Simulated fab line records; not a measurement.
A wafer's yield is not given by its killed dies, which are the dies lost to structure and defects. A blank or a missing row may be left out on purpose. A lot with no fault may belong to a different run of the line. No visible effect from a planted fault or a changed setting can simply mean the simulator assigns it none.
A struck lot beside a sound one | flow n5Finfet | 17 steps out of a route of 1938
Sound: the wafers L758.2, L758.5, L758.6. The struck wafers were L755.3, L755.5, L755.6. Last of all comes the cause.
Order at every step that has rows: each side's tool, ch and its chambers, its first start. Under that, the readings that differ: sound wafers | struck wafers | difference of the means | sigmas: that difference in standard deviations of wafers without a fault.
alike: same words and numbers on both sides, and readings whose means sit less than 2 such deviations apart. not compared: any withheld reading, any reading some wafer has no value for, any bound like >300 that may hide the same value, and any number with overlapping values for which the record gives no deviation.
A row with sigmas, a row that says differs or no value, or rows on one side alone: a step with any of these is where the two part. Numbers that have no deviation but don't overlap get no sigmas and don't part them. A reading missing from all wafers of one side parts the sides only when that side holds two or more wafers.

first, 11 steps without rows for these wafers: N5_MOL_CONTACT_COAG_VIA_ETCH_117 (etches SiO2 in C4F6/O2, target depth 40 nm, overetch 8 nm, time 26 s); N5_MOL_CONTACT_COAG_ETCH_124 (etches SiNx in CH3F/O2, stops on SiOC, target depth 6.5 nm); N5_MOL_CONTACT_COAG_ETCH_48 (etches SiOC in C4F6/O2, target depth 15 nm, overetch 4.5 nm, time 17 s); N5_MOL_CONTACT_COAG_STRIP_72 (strips in N2/H2); N5_MOL_CONTACT_COAG_STRIP_49 (strips in N2/H2, time 30 s); N5_MOL_CONTACT_COAG_PRECLEAN_138 (cleans in alkaline clean, time 60 s); N5_MOL_CONTACT_COAG_SRD_139 (time 30 s); N5_MOL_CONTACT_COAG_PRE_CLEAN_121; N5_MOL_CONTACT_COAG_CVD_140 (deposits W, target thk 66.5 nm, time 215 s); N5_MOL_CONTACT_COAG_PRECLEAN_127 (cleans in DIW, time 57.5 s); N5_MOL_CONTACT_COAG_SRD_128 (dry time 32 s).
N5_MOL_CONTACT_COAG_CMP_52: polishes, stops on SiO2, t overpolish 1.5 s, target thk 66.5 nm.
  sound on cmp-02 ch 0,2,3, day 7 06:10; struck on cmp-03 ch 1,2,3, day 6 09:57
  no value came back on the struck wafers for any of 5 readings (edgeZonePressureFrac, headPressurePsi (psi) and others); on the sound wafers edgeZonePressureFrac reads 1.003 1.012 1.003
N5_MOL_CONTACT_COAG_THK_MEAS_53:
  sound on filmMetro-02, day 7 06:23; struck on filmMetro-01, day 6 10:08
reading          | sound          | struck | difference                    | sigmas
VIA_MOL_THK (nm) | 43.4 43.8 44.3 | - - -  | no value on the struck wafers | 
then, 1 step without rows for these wafers: N5_MOL_CONTACT_COAG_ANNEAL_112 (time 1800 s).
N5_MOL_CONTACT_COAG_INSPECT_97: inspects for defects (darkfield).
  sound on defectInspect-02, day 7 09:28; struck on defectInspect-02, day 6 14:20
reading        | sound    | struck         | difference | sigmas
rawDefectCount | 22 41 26 | 1223 1310 1317 | +1254      | +52
N5_BEOL_M4_RC_MEAS_101:
  the record has rows for the sound wafers here (prober-01 ch 0, day 11 02:07) and none for the struck ones
-- a jump in the record: the struck wafers' starts before and after are 8 days apart (it breaks off in module BEOL_M4 and resumes in module PASSIVATION, where the first step shown is number 1936 of the route) --
N5_PASSIVATION_PROBE_49:
  sound on prober-01, day 15 21:50; struck on prober-02, day 15 02:17
reading                | sound | struck         | difference | sigmas
defectLimitedYield (%) | 92.8  | 0 0 0          | -93        | -71
killedAtContacts       | 17    | 1096 1101 1102 | +1083      | +99 or more
killedDies             | 85    | 1180 1180 1180 | +1095      | +73
killedOnRim            | 9     | 152 152 152    | +143       | +36
sortNPass              | 1095  | 0 0 0          | -1095      | -73
sortYieldPct (%)       | 92.8  | 0 0 0          | -93        | -71
  alike: killed_at_M0_to_M3, killed_at_M4_up, killedAtFrontEnd, killedAtOther, killedOpen, killedShort, sort_bin_5_function, sort_bin_6_memory

== WHERE THEY PART ==
Earliest at N5_MOL_CONTACT_COAG_CMP_52; latest, in this record, at N5_PASSIVATION_PROBE_49.

WHY: what the simulator had put in
Skipped step whole: cmp-03, from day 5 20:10 on, at N5_MOL_CONTACT_COAG_CMP_52. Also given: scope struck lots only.
